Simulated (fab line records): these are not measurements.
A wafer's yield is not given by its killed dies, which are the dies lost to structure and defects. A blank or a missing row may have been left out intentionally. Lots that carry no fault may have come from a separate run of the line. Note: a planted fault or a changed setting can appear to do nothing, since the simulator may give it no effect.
Struck lot and sound lot, side by side    flow nand_harc    19 out of 1302 route steps
Sound: the wafers L235.1, L235.3, L235.6. The struck wafers were L246.1, L246.2, L246.5. The cause comes at the end.
At each step with rows: each side's tool, then ch and its chambers, then its first start. Under that, the readings that differ: sound wafers    struck wafers    difference of the means    sigmas: that difference in standard deviations of wafers without a fault.
alike: readings with means less than 2 such deviations apart, plus words and numbers identical on both sides. not compared: withheld readings, readings lacking a value on some wafer, bounds such as >300 that could conceal the same value, and numbers that have no deviation in the record and whose values overlap.
A row with sigmas, a row that says differs or no value, or rows on one side alone: a step with any of these is where the two part. Non-overlapping numbers with no deviation appear without sigmas and do not part them. Lack of a reading on every wafer of one side parts them only where that side has two or more wafers.

NHARC_P_M2_PRE_CLEAN_32: time 12 s.
  sound on pecvd-03 ch 0,1, day 6 15:59; struck on pecvd-04 ch 0,1, day 11 10:38
  alike: heater_power_w
NHARC_P_M2_DEP_33: deposits SiCN, target thk 30 nm.
  sound on pecvd-03 ch 0,1, day 6 16:04; struck on pecvd-04 ch 0,1, day 11 10:43
  alike: heater_power_w
NHARC_P_BONDPAD_DEP_00: deposits SiCN, target thk 250 nm.
  sound on pecvd-03 ch 0,1; struck on pecvd-01 ch 0,1, day 11 11:10
  alike: heater_power_w
NHARC_P_BONDPAD_CMP_32: polishes SiCN, target thk 200 nm.
  sound on cmp-04 ch 2,3, day 6 16:53; struck on cmp-03 ch 1,2,3, day 11 11:34
  alike: motor_current_A, slurry_flow_ml_min
NHARC_P_BONDPAD_THK_MEAS_33: measures by ellipsometry.
  sound on film_metro-01, day 6 17:07; struck on film_metro-02, day 11 11:49
  alike: thk_nm
then, 7 steps without rows for these wafers: NHARC_P_BONDPAD_SRD_34; NHARC_P_BONDPAD_DEHYDRATE_01 (time 120 s); NHARC_P_BONDPAD_HMDS_02 (time 30 s); NHARC_P_BONDPAD_COAT_36 (time 65 s); NHARC_P_BONDPAD_COAT_03 (resist thk 600 nm); NHARC_P_BONDPAD_SOFTBAKE_04 (time 70 s); NHARC_P_BONDPAD_EBR_05.
NHARC_P_BONDPAD_EXPOSE_06: exposes mask P BPAD.
  sound on krf_scanner-02 ch 0, day 6 17:32; struck on krf_scanner-02 ch 0, day 11 12:06
reading                            sound              struck             difference  sigmas
model.P_BONDPAD.overlay_x_nm (nm)  12.47 12.47 12.47  73.56 73.56 73.56  +61.09      
  alike: mask
then, 2 steps without rows for these wafers: NHARC_P_BONDPAD_PEB_07 (peb time 80 s); NHARC_P_BONDPAD_DEVELOP_08 (time 50 s).
NHARC_P_BONDPAD_CD_MEAS_09: target cd 500 nm.
  sound on cd_sem-03 ch 0, day 6 17:41; struck on cd_sem-03 ch 0, day 11 12:16
reading     sound              struck             difference  sigmas
cd_nm (nm)  497.9 497.4 498.3  503.3 501.6 502.1  +4.5        +2
NHARC_P_BONDPAD_OVL_MEAS_38:
  sound on overlay-01, day 6 17:46; struck on overlay-02, day 11 12:22
reading            sound     struck    difference  sigmas
overlay_x_nm (nm)  12 12 13  73 74 74  +61         +10
overlay_y_nm (nm)  10 10 10  -6 -5 -6  -16         -2
then, 1 step without rows for these wafers: NHARC_P_BONDPAD_HARDBAKE_10 (time 65 s).
-- break in the record here, with 18 days between the starts of the struck wafers on either side (left off in module P_BONDPAD, picked up again in module END, where the first step shown is number 1302 on the route) --
NHARC_END_SORT_01:
  only the struck wafers appear in the record here, on prober-02 ch 0 at day 29 14:50; the sound ones have no rows

== WHERE THEY PART ==
Last at NHARC_END_SORT_01 as far as this record goes, first at NHARC_P_BONDPAD_CD_MEAS_09.

WHY: what the simulator had put in
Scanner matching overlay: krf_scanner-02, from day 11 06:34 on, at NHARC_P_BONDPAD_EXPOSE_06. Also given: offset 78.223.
